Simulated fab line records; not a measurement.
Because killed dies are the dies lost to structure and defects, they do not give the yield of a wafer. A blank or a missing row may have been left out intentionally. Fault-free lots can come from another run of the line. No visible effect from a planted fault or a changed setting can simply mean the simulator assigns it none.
fab line records	flow nand_harc
record: lots: 5	wafers: 15	last_day: 24
route steps=1159 shown P_ZERO_WELL@68 P_STI@69
lots that met no fault: from a run of the same line without faults
start_h: start of the lot's first displayed wafer, in hours after the record's first day	wait_h: how many hours have passed since the lot's step before this one	" same as the row above	L1.1+2: a row that stands for several wafers	- no value present, or no start provided	* or withheld: withheld	< > ~ a bound
route shown NAME@n: NAME is a module with steps in the file, n the number in the route of the first one	usual: mean/standard deviation of fault-free wafers	same: alike in all rows	chamber/n: place in a boat	sites: readings site by site	_std_site: how widely they spread, as a standard deviation	_edge_site: outer sites' mean less inner sites'	radius_mm: for every site, how far away it sits from the centre of the wafer	mask NAME#n: copy n	behind: the last tool/chamber to shape the wafer	hold: reason for holding the lot/hours on hold/outcome of the hold	device: names the non-switching transistor (n, p or np)	end of line: the tests these same wafers got at the end of their route	a step with no rows: only its recipe	killed: not the wafer's yield, but the dies lost to structure and defects at the first sort	map: the dies of a wafer, with x for killed, . for not killed, _ for no die there
set.NAME: setting as actually run; set.NAME@STEP: the setting as run at that earlier step	model.NAME: the simulator's own value behind a step, which no gauge read
certain route steps with their lots: each step a table, each wafer a row
services: from which hour (start_h, from the record's first day; less than 0 if before it) a tool's chamber was out of use, for how many hours, and why
== steps ==
step: NHARC_P_ZERO_WELL_INSPECT_43
usual: raw_defect_count: 14/5.7
lot.wafer	tool	chamber	start_h	wait_h	raw_defect_count
L894.1	defect_inspect-01	-	31.57	0.6	15
L894.3	"	-	"	"	17
L894.4	"	-	"	"	19
L902.4	defect_inspect-02	-	79.61	0.3	13
L902.5	"	-	"	"	7
L902.6	"	-	"	"	10
L912.3	defect_inspect-02	-	139.43	0.3	13
L912.5	"	-	"	"	19
L912.6	"	-	"	"	16
L913.2	defect_inspect-02	-	145.73	0.5	14
L913.3	"	-	"	"	13
L913.6	"	-	"	"	25
L914.3	defect_inspect-01	-	151.76	0.4	19
L914.4	"	-	"	"	15
L914.5	"	-	"	"	6
step: NHARC_P_STI_ETCH_26
recipe: target_depth_a: 110	chemistry: dHF	material: SiO2
step: NHARC_P_STI_PRECLEAN_27
recipe: time_s: *	temp_c: 50	bath_age_min: 0	chemistry: SC1
step: NHARC_P_STI_SRD_28
step: NHARC_P_STI_OXIDE_29
recipe: target_thk_a: 100	temp_c: 900	ox_time_s: 1362	material: SiO2
step: NHARC_P_STI_HM_DEP_30
recipe: target_thk_a: 800	temp_c: 790	pressure_mtorr: 300	time_s: 873	material: Si3N4
step: NHARC_P_STI_DEHYDRATE_01
recipe: temp_c: 150	time_s: 120
step: NHARC_P_STI_HMDS_02
recipe: time_s: 30
step: NHARC_P_STI_COAT_41
recipe: temp_c: 200	time_s: 65
step: NHARC_P_STI_COAT_03
recipe: spin_rpm: 2000	resist_thk_nm: 600
step: NHARC_P_STI_SOFTBAKE_04
recipe: temp_c: 125	time_s: 70
step: NHARC_P_STI_EBR_05
step: NHARC_P_STI_EXPOSE_06
recipe: na: 0.55	target_cd_nm: 200	dose_mj: 37.69	mask_id: P_STI
lot.wafer	tool	chamber	start_h	wait_h	mask
L894.1+3+4	krf_scanner-02	0	43.59	-	P_STI#0
L902.4+5+6	krf_scanner-01	0	97.02	-	P_STI_R1#0
L912.3+5+6	krf_scanner-01	0	155.02	-	P_STI#0
L913.2+3+6	krf_scanner-02	0	162.28	-	P_STI#0
L914.3+4+5	krf_scanner-01	0	168.56	-	P_STI#0
step: NHARC_P_STI_PEB_07
recipe: peb_temp_c: 128	peb_time_s: 80
step: NHARC_P_STI_DEVELOP_08
recipe: time_s: 50	dev_temp_c: 22
step: NHARC_P_STI_CD_MEAS_09
recipe: target_cd_nm: 200	landing_energy_ev: 500
usual: cd_nm: 200.0/2.7
lot.wafer	tool	chamber	start_h	wait_h	cd_nm
L894.1	cd_sem-03	0	43.75	-	202.8
L894.3	"	0	"	"	200.3
L894.4	"	0	"	"	201.6
L902.4	cd_sem-01	0	97.16	-	219.9
L902.5	"	0	"	"	218.4
L902.6	"	0	"	"	218.1
L912.3	cd_sem-01	0	155.17	-	201.6
L912.5	"	0	"	"	197.1
L912.6	"	0	"	"	198.7
L913.2	cd_sem-02	0	162.45	-	203.7
L913.3	"	0	"	"	202.8
L913.6	"	0	"	"	203.1
L914.3	cd_sem-02	0	168.72	-	201.1
L914.4	"	0	"	"	204.7
L914.5	"	0	"	"	199.4
step: NHARC_P_STI_OVL_MEAS_10
usual: overlay_x_nm: -1/6.5	overlay_y_nm: 0/5.2
lot.wafer	tool	chamber	start_h	wait_h	overlay_x_nm	overlay_y_nm
L894.1	overlay-02	-	43.84	-	-3	-5
L894.3	"	-	"	"	-3	-5
L894.4	"	-	"	"	-3	-5
L902.4	overlay-02	-	97.24	-	1	1
L902.5	"	-	"	"	2	1
L902.6	"	-	"	"	1	0
L912.3	overlay-02	-	155.25	-	-8	-1
L912.5	"	-	"	"	-9	-1
L912.6	"	-	"	"	-8	-1
L913.2	overlay-02	-	162.53	-	-4	2
L913.3	"	-	"	"	-4	2
L913.6	"	-	"	"	-5	2
L914.3	overlay-02	-	168.80	-	10	7
L914.4	"	-	"	"	11	7
L914.5	"	-	"	"	10	7
step: NHARC_P_STI_INSPECT_11
usual: raw_defect_count: 6/3.1
lot.wafer	tool	chamber	start_h	wait_h	raw_defect_count
L894.1	defect_inspect-01	-	43.87	0.0	4
L894.3	"	-	"	"	5
L894.4	"	-	"	"	6
L902.4	defect_inspect-02	-	97.28	0.0	5
L902.5	"	-	"	"	5
L902.6	"	-	"	"	10
L912.3	defect_inspect-02	-	155.29	0.0	4
L912.5	"	-	"	"	7
L912.6	"	-	"	"	2
L913.2	defect_inspect-01	-	162.57	0.0	5
L913.3	"	-	"	"	6
L913.6	"	-	"	"	8
L914.3	defect_inspect-01	-	168.84	0.0	10
L914.4	"	-	"	"	4
L914.5	"	-	"	"	6
step: NHARC_P_STI_HARDBAKE_13
recipe: temp_c: 118	time_s: 65
step: NHARC_P_STI_DESCUM_14
recipe: time_s: 3	o2_flow_sccm: 200	ar_flow_sccm: 0	bias_power_w: 0	chemistry: O2
usual: drypump_motor_current_A: 5.81/0.28	oes_product_au: 1.001/0.012	rf_vpp_V: 57.7/0.82	showerhead_plenum_p_Torr: 1.88/0.071	throttle_valve_pct: 11.311/0.0095
lot.wafer	tool	chamber	start_h	wait_h	drypump_motor_current_A	oes_product_au	rf_hours_counter_h	rf_vpp_V	showerhead_plenum_p_Torr	throttle_valve_pct	model.P_STI.cd_nm
L894.4	rie_diel-09	1	44.02	-	5.79	0.998	7.8	58.1	1.88	11.310	201.2
L894.1	"	2	"	"	6.30	1.011	6.4	58.7	1.81	11.298	201.6
L894.3	"	3	"	"	6.01	1.000	6.6	56.4	1.82	11.303	200.6
L902.4	rie_diel-05	2	97.41	-	5.75	0.994	3.6	56.4	1.79	11.303	220.6
L902.5	"	2	"	"	5.75	0.990	-	59.0	1.79	11.302	218.8
L902.6	"	3	"	"	5.34	1.007	-	57.6	1.91	11.329	218.2
L912.3	rie_diel-09	2	155.42	-	6.33	1.007	4.2	56.9	1.80	11.328	201
L912.6	"	2	"	"	6.32	0.996	-	55.6	1.80	11.298	198.3
L912.5	"	3	"	"	6.01	1.011	-	56.8	1.81	11.309	196.8
L913.2	rie_diel-07	2	162.70	-	5.54	0.994	2.5	57.8	1.88	11.293	203.2
L913.3	"	0	"	"	6.06	0.987	2.4	59.0	2.03	11.306	202.1
L913.6	"	3	"	"	5.73	0.991	-	58.5	1.86	11.304	203.2
L914.4	rie_diel-09	2	168.97	-	6.32	0.991	5.2	58.3	1.80	11.297	204.7
L914.3	"	1	"	"	5.82	0.994	5.3	58.2	1.88	11.316	200
L914.5	"	2	"	"	6.31	0.996	-	56.7	1.80	11.315	199.4
step: NHARC_P_STI_ETCH_42
recipe: target_depth_a: 800	overetch_a: 240	time_s: 61	ion_energy_ev: 200	n2_flow_sccm: 150	h2_flow_sccm: 150	ar_flow_sccm: 0	rf_w: 400	bias_w: 150	chemistry: N2/H2
usual: bias_w: 150.0/0.46	drypump_motor_current_A: 5.82/0.27	oes_product_au: 1.001/0.012	rf_vpp_V: 429.9/2.4	showerhead_plenum_p_Torr: 2.01/0.079	throttle_valve_pct: 14.171/0.0086
lot.wafer	tool	chamber	start_h	wait_h	bias_w	drypump_motor_current_A	oes_product_au	rf_hours_counter_h	rf_vpp_V	showerhead_plenum_p_Torr	throttle_valve_pct
L894.3	rie_diel-09	0	44.10	0.1	149.9	6.11	1.006	7.8	431.0	2.05	14.173
L894.1	"	1	"	"	151.0	5.78	0.990	7.8	429.5	2.00	14.167
L894.4	"	2	"	"	150.1	6.30	1.015	6.4	427.3	1.92	14.156
L902.4	rie_diel-05	3	97.49	0.1	149.3	5.34	1.014	3.5	431.1	2.03	14.198
L902.5	"	3	"	"	149.6	5.36	1.012	-	430.3	2.03	14.178
L902.6	"	0	"	"	150.7	5.72	0.985	-	432.1	2.08	14.182
L912.3	rie_diel-09	1	155.51	0.1	150.4	5.82	0.998	4.3	430.5	2.00	14.179
L912.5	"	3	"	"	150.1	5.98	1.005	-	427.0	1.93	14.165
L912.6	"	0	"	"	149.6	6.07	0.992	-	429.3	2.05	14.158
L913.2	rie_diel-07	0	162.79	0.1	149.4	6.11	0.993	2.4	434.4	2.17	14.170
L913.3	"	2	"	"	150.1	5.50	0.993	2.5	428.6	2.00	14.165
L913.6	"	0	"	"	149.2	6.08	0.987	-	435.4	2.17	14.174
L914.3	rie_diel-09	0	169.07	0.1	150.0	6.08	0.995	6.0	429.4	2.05	14.176
L914.4	"	1	"	"	148.6	5.81	0.996	5.3	431.2	2.00	14.161
L914.5	"	3	"	"	149.7	5.92	1.013	-	425.9	1.93	14.155
step: NHARC_P_STI_ETCH_31
recipe: target_depth_a: 1089	time_s: 54.5	cf4_flow_sccm: 100	chf3_flow_sccm: 30	ar_flow_sccm: 0	rf_w: 500	bias_w: 200	chemistry: CF4/CHF3
usual: bias_w: 200.0/0.56	chf3_flow_sccm: 30.01/0.092	drypump_motor_current_A: 5.80/0.28	oes_product_au: 0.961/0.019	rf_vpp_V: 369.8/2	showerhead_plenum_p_Torr: 1.55/0.053	throttle_valve_pct: 16.802/0.0089
lot.wafer	tool	chamber	start_h	wait_h	bias_w	chf3_flow_sccm	drypump_motor_current_A	oes_product_au	rf_hours_counter_h	rf_vpp_V	showerhead_plenum_p_Torr	throttle_valve_pct
L894.1	rie_diel-09	1	-	-	199.7	30.05	5.77	0.962	7.8	369.8	1.55	16.798
L894.3	"	2	"	"	198.9	30.06	6.30	1.006	6.5	367.0	1.49	16.817
L894.4	"	3	"	"	200.0	29.96	5.99	0.995	6.7	368.8	1.50	16.790
L902.4	rie_diel-05	1	-	-	199.6	30.13	5.40	0.941	3.5	367.6	1.48	16.818
L902.6	"	3	"	"	199.4	30.05	5.31	0.955	-	370.1	1.57	16.809
L902.5	"	0	"	"	200.8	29.98	5.69	0.944	-	371.7	1.60	16.810
L912.3	rie_diel-09	3	-	-	199.5	29.95	6.05	0.968	5.2	367.5	1.50	16.813
L912.5	"	0	"	"	200.1	29.99	6.08	0.965	-	370.6	1.58	16.801
L912.6	"	1	"	"	200.0	30.00	5.84	0.970	-	370.4	1.55	16.810
L913.3	rie_diel-07	2	-	-	199.3	30.09	5.52	0.914	2.5	371.4	1.54	16.811
L913.2	"	1	"	"	200.3	29.99	5.71	0.916	2.5	370.4	1.60	16.808
L913.6	"	2	"	"	200.1	30.02	5.53	0.919	-	368.0	1.54	16.792
L914.3	rie_diel-09	2	-	-	200.5	29.92	6.31	0.953	5.2	367.6	1.49	16.799
L914.4	"	0	"	"	199.8	30.12	6.10	0.968	6.0	371.6	1.58	16.801
L914.5	"	1	"	"	200.3	29.88	5.81	0.968	-	369.5	1.55	16.808
step: NHARC_P_STI_ETCH_15
recipe: target_depth_a: 3000	taper_deg: 4	time_s: 100.1	hbr_flow_sccm: 150	cl2_flow_sccm: 50	rf_w: 400	icp_w: 400	bias_w: 100	chemistry: HBr/Cl2
usual: bias_w: 100.0/0.31	drypump_motor_current_A: 5.5/0.48	oes_product_au: 0.998/0.013	throttle_valve_pct: 26.405/0.0086
lot.wafer	tool	chamber	start_h	wait_h	bias_w	drypump_motor_current_A	oes_product_au	rf_hours_counter_h	throttle_valve_pct	model.P_STI.cd_nm
L894.1	rie_si-06	0	44.28	-	100.1	5.5	1.013	0.1	26.406	203.6
L894.3	"	2	"	"	100.3	5.2	1.005	0.1	26.396	201.4
L894.4	"	3	"	"	99.9	5.9	1.006	0.1	26.399	197.6
L902.4	rie_si-04	3	97.68	-	99.9	4.8	1.007	1.3	26.393	220.5
L902.6	"	3	"	"	100.0	4.8	1.011	-	26.420	214.5
L902.5	"	0	"	"	100.0	5.7	0.989	-	26.404	216.6
L912.3	rie_si-04	3	155.72	-	100.5	4.8	1.008	0.4	26.392	201.6
L912.5	"	1	"	"	100.0	5.6	1.004	-	26.407	196.7
L912.6	"	2	"	"	100.3	5.8	0.983	-	26.406	199.8
L913.3	rie_si-06	2	162.98	-	100.1	5.2	1.009	1.1	26.414	200.1
L913.2	"	3	"	"	100.1	5.9	0.984	0.9	26.409	202.4
L913.6	"	2	"	"	99.9	5.2	1.006	-	26.406	199.8
L914.4	rie_si-04	3	169.27	-	100.1	4.8	1.012	0.5	26.378	205.5
L914.3	"	1	"	"	99.6	5.6	1.011	0.6	26.394	197.5
L914.5	"	3	"	"	100.1	4.8	1.005	-	26.415	200.9
step: NHARC_P_STI_CD_MEAS_16
usual: cd_nm: 198.8/3
lot.wafer	tool	chamber	start_h	wait_h	cd_nm
L894.1	cd_sem-03	-	44.44	-	203.2
L894.3	"	-	"	"	201.8
L894.4	"	-	"	"	197.3
L902.4	cd_sem-01	-	97.85	-	220.5
L902.5	"	-	"	"	216.5
L902.6	"	-	"	"	214.4
L912.3	cd_sem-03	-	155.86	-	202.1
L912.5	"	-	"	"	196.7
L912.6	"	-	"	"	199.7
L913.2	cd_sem-02	-	163.17	-	202.2
L913.3	"	-	"	"	200.5
L913.6	"	-	"	"	199.7
L914.3	cd_sem-02	-	169.42	-	197.4
L914.4	"	-	"	"	205.5
L914.5	"	-	"	"	200.7
step: NHARC_P_STI_OCD_MEAS_17
usual: trench_depth_nm: 300/5.6	trench_foot_cd_nm: 158.1/2.9
lot.wafer	tool	chamber	start_h	wait_h	trench_depth_nm	trench_foot_cd_nm
L894.1	ocd-02	-	44.53	0.1	308	159.3
L894.3	"	-	"	"	302	158.4
L894.4	"	-	"	"	299	159.7
L902.4	ocd-01	-	97.94	0.1	304	177.2
L902.5	"	-	"	"	294	176.6
L902.6	"	-	"	"	304	175.2
L912.3	ocd-02	-	155.95	0.1	303	158.9
L912.5	"	-	"	"	303	154.4
L912.6	"	-	"	"	295	157.5
L913.2	ocd-01	-	163.26	0.1	294	162.6
L913.3	"	-	"	"	304	160.5
L913.6	"	-	"	"	303	160.1
L914.3	ocd-02	-	169.50	0.1	307	158.1
L914.4	"	-	"	"	305	161.7
L914.5	"	-	"	"	304	157.3
step: NHARC_P_STI_STRIP_19
recipe: time_s: 900	temp_c: 130	chemistry: SPM
== services ==
tool	chamber	start_h	hours	kind
rie_diel-09	0	31.60	-	clean
rie_diel-09	1	31.60	-	clean
rie_diel-09	2	31.60	-	clean
rie_diel-09	3	31.60	-	clean
krf_scanner-02	-	38.00	4.0	pm
rie_diel-07	-	51.20	9.0	pm
rie_diel-09	0	56.10	-	clean
rie_diel-09	1	56.10	-	clean
rie_diel-09	2	56.10	-	clean
rie_si-04	2	61.47	12.1	repair
krf_scanner-01	-	65.76	1.0	repair
rie_diel-09	-	77.10	9.0	pm
krf_scanner-01	-	84.00	4.0	pm
rie_diel-05	1	88.91	4.1	repair
krf_scanner-01	-	89.06	3.9	repair
rie_si-04	-	99.00	9.0	pm
rie_si-04	2	108.93	3.6	repair
rie_si-04	0	119.96	2.3	repair
krf_scanner-02	-	129.06	2.9	repair
rie_diel-09	-	129.31	0.2	repair
rie_diel-05	2	147.80	9.8	repair
krf_scanner-02	-	149.32	0.3	repair
rie_si-06	1	157.03	31.9	repair
rie_diel-05	-	163.60	9.0	pm
== key ==
first_sign: step: NHARC_P_STI_EXPOSE_06	reading: mask	direction: changed
effect: step: NHARC_P_STI_CD_MEAS_09	reading: cd_nm	direction: up	sigmas: 6.9	usual: 200.0	struck: 218.8
effect: step: NHARC_P_STI_CD_MEAS_16	reading: cd_nm	direction: up	sigmas: 6.2	usual: 198.8	struck: 217.1
effect: step: NHARC_P_STI_OCD_MEAS_17	reading: trench_foot_cd_nm	direction: up	sigmas: 6.3	usual: 158.1	struck: 176.3
model_effect: step: NHARC_P_STI_DESCUM_14	value: P_STI.cd_nm	without: 199.9	struck: 219.2
model_effect: step: NHARC_P_STI_ETCH_15	value: P_STI.cd_nm	without: 197.9	struck: 217.2
met_at NHARC_P_STI_EXPOSE_06
struck_wafers L902.4,L902.5,L902.6
sort_left_out L902.4,L902.5,L902.6
tester_left_out L902
fault: kind: wrong_mask	tool: any	chamber: -	onset_h: 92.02	steps: NHARC_P_STI_EXPOSE_06	aux_copy: P_STI_R1#0	cd_offset_nm: 19.293	scope: struck_lots_only
tester_left_out: of these lots the tester's yield and bins aren't shown, on N5 and GAA mostly nor the transistor test; their killed dies are dies lost to structure and defects alone, not to doping, threshold or leakage, so they don't give the yield
sort_left_out: the simulated sort isn't trusted on such a fault, so these wafers' sort isn't shown, and their yield isn't known
